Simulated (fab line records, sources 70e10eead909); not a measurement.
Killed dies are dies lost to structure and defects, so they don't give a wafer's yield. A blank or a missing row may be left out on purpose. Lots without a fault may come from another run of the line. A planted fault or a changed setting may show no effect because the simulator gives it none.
Problem report in the 8D (eight disciplines) form, filled by code | flow nand_harc | the parts of the form that need people (team, actions taken, sign-off) are left out

1. THE PROBLEM
thk_nm at NHARC_A_ONON_D2_THK_MEAS_30 reads a mean of 1453 nm on 4 wafers of 2 lots; wafers without a fault read 1000 nm with a standard deviation of 10. That is +45 standard deviations from the usual mean.
The step: measures by ellipsometry.
First seen on wafer L688.1, day 16 23:47, on film_metro-01. The record holds 36 wafers of 12 lots with a number at this step. Rule for "out", or "out of limits": more than 4 standard deviations from the usual mean. The other wafers with a number count as sound.

2. WHAT IT IS AND WHAT IT IS NOT
question                    | is                             | is not
which readings at this step | thk_nm                         | -
which lots                  | L688, L690                     | L679, L680, L681, L683, L694, L696, L697, L699, L700, L701
which wafers of those lots  | L688.1, L688.6, L690.1, L690.5 | L688.2, L690.4
read on which gauges        | film_metro-01, film_metro-02   | -
when                        | from day 16 23:47              | up to then (13 sound wafers); but 19 sound wafers of L690, L694, L696, L697, L699, L700, L701 came after

3. SUSPECTS, AND WHAT RULES EACH OUT
Counting: a tool at a process step up to the reading stays a suspect if it ran every lot that is out. Sound lots after the first of them don't rule it out here, since some wafers of a struck lot are sound.
- the gauge at NHARC_A_ONON_D2_THK_MEAS_30: ruled out. The wafers that are out were read on 2 gauges (film_metro-01, film_metro-02).
- pecvd_onon-01 at NHARC_A_ONON_D2_DEP_28 (target thk 1000 nm): kept. It ran every lot that is out, first L688 (day 16 23:17); its last sound lot up to then is L683 (day 14 14:20).
Left after counting: pecvd_onon-01 at NHARC_A_ONON_D2_DEP_28.

4. THE CAUSE (what the simulator had put in)
Process parameter drift: pecvd_onon-01, from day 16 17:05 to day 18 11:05, at NHARC_A_ONON_D2_DEP_28. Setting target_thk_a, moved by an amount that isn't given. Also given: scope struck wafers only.
Counting left only this tool.

5. THE CHAIN OF EFFECTS, in route order
Each row: a reading whose mean over the struck wafers that have a number lies more than 3 standard deviations from the usual. Only readings for which the record gives a usual standard deviation are gone through. hours: the time from each lot's start at the first step in this table that gives one to its start at this step, as a median over the lots. sigmas: the change in usual standard deviations.
hours | step                        | reading         | usual   | on struck wafers | change | sigmas
0     | NHARC_A_ONON_D2_THK_MEAS_30 | thk_nm          | 1000 nm | 1453             | +453   | +45
273   | NHARC_END_SORT_01           | killed_at_array | 59      | 670              | +610   | +29
273   | NHARC_END_SORT_01           | killed_dies     | 64      | 677              | +613   | +29

6. WHAT WOULD HAVE CAUGHT IT SOONER
In this record the first reading out of limits at a measuring or inspecting step was taken at day 16 23:47, 7 hours after the fault began at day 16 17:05.
Of the tool readings at NHARC_A_ONON_D2_DEP_28 for which the record gives a usual standard deviation, none was out on any struck wafer, so an alarm limit of 4 standard deviations on them would not have fired.
Of the lots that are out (2), L690 began NHARC_A_ONON_D2_DEP_28 on pecvd_onon-01 after day 16 23:47. A hold on the tool at that time would have spared it.
